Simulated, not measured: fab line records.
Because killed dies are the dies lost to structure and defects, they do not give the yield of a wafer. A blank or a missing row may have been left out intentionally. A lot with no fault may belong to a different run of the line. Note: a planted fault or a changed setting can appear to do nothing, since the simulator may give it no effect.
Which tool is to blame?	flow nandHarc	6 lots with 18 wafers sampled at 5 steps, on a route of 1159 steps

## WHAT THE GAUGES SHOWED, per wafer
NHARC_END_SORT_01.
lot	measured	on	killedAtArray
L593	day 22 09:53	prober-02	35 31

## TOOL THAT RAN EACH LOT (tool first, then ch and the chambers of the sampled wafers, then the start)
lot	NHARC_P_GATE_HM_OPEN_105	NHARC_P_GATE_ALD_36	NHARC_P_GATE_STRIP_101	NHARC_P_GATE_STRIP_111
L582	rieDiel-07 ch 0,2,3, day 4 22:08 or earlier	aldSin-03 ch 1,3, day 4 22:08	rieDiel-02 ch 0,1,3, day 5 07:44	plasmaAsher-02 ch 1, day 5 09:25
L586	rieDiel-07 ch 0,2,3, day 5 20:30 or earlier	aldSin-03 ch 0,1,3, day 5 20:30	rieDiel-04 ch 1,2,3, day 6 04:02	plasmaAsher-02 ch 0,1, day 6 05:34
L591	rieDiel-04 ch 0,2,3, day 7 13:12 or earlier	aldSin-03 ch 1,2,3, day 7 13:12	rieDiel-04 ch 1,2, day 7 19:35	plasmaAsher-01 ch 0,1, day 7 21:01
L593	rieDiel-07 ch 1,2, day 8 03:19 or earlier	aldSin-03 ch 0,1, day 8 03:19	rieDiel-04 ch 1,2, day 8 12:58	plasmaAsher-02 ch 0,1, day 8 14:28
L599	rieDiel-02 ch 0,2,3, day 9 04:00 or earlier	aldSin-04 ch 1,2,3, day 9 04:00	rieDiel-04 ch 0,1,3, day 9 13:34	plasmaAsher-01 ch 0,1, day 9 15:01
L602	rieDiel-04 ch 0,3, day 10 00:34 or earlier	aldSin-04 ch 1,2, day 10 00:34	rieDiel-04 ch 0,3, day 10 10:17	plasmaAsher-02 ch 0,1, day 10 11:43
- NHARC_P_GATE_HM_OPEN_105: chemistry O2/COS, target depth 360 nm.
- NHARC_P_GATE_ALD_36: deposits SiNx, target thk 20 nm, pulse time 60 s, ald cycles 223.
- NHARC_P_GATE_STRIP_101: strips in O2, time 20 s.
- NHARC_P_GATE_STRIP_111: strips in N2/H2, time 250 s.

## THE ANSWER, worked out from the rows above alone
Rule: what is usual is taken from the lots themselves. Put in order of their means at a reading, lots are off if they are a third of the lots or fewer, leave a main group of 4 or more, and stand apart from it by a gap of 3 or more times the standard deviation of the main group's means; of several such gaps the widest counts. The tables above print the reading to a certain number of digits; a main group whose means all agree to those digits is not used. A lot without any number at a reading at which 4 lots or more have one is off too. All remaining lots with rows at the step are treated as sound.
No lot is off at any reading shown: from this, nothing can be told.

## WHAT THE SIMULATOR HAD PUT IN
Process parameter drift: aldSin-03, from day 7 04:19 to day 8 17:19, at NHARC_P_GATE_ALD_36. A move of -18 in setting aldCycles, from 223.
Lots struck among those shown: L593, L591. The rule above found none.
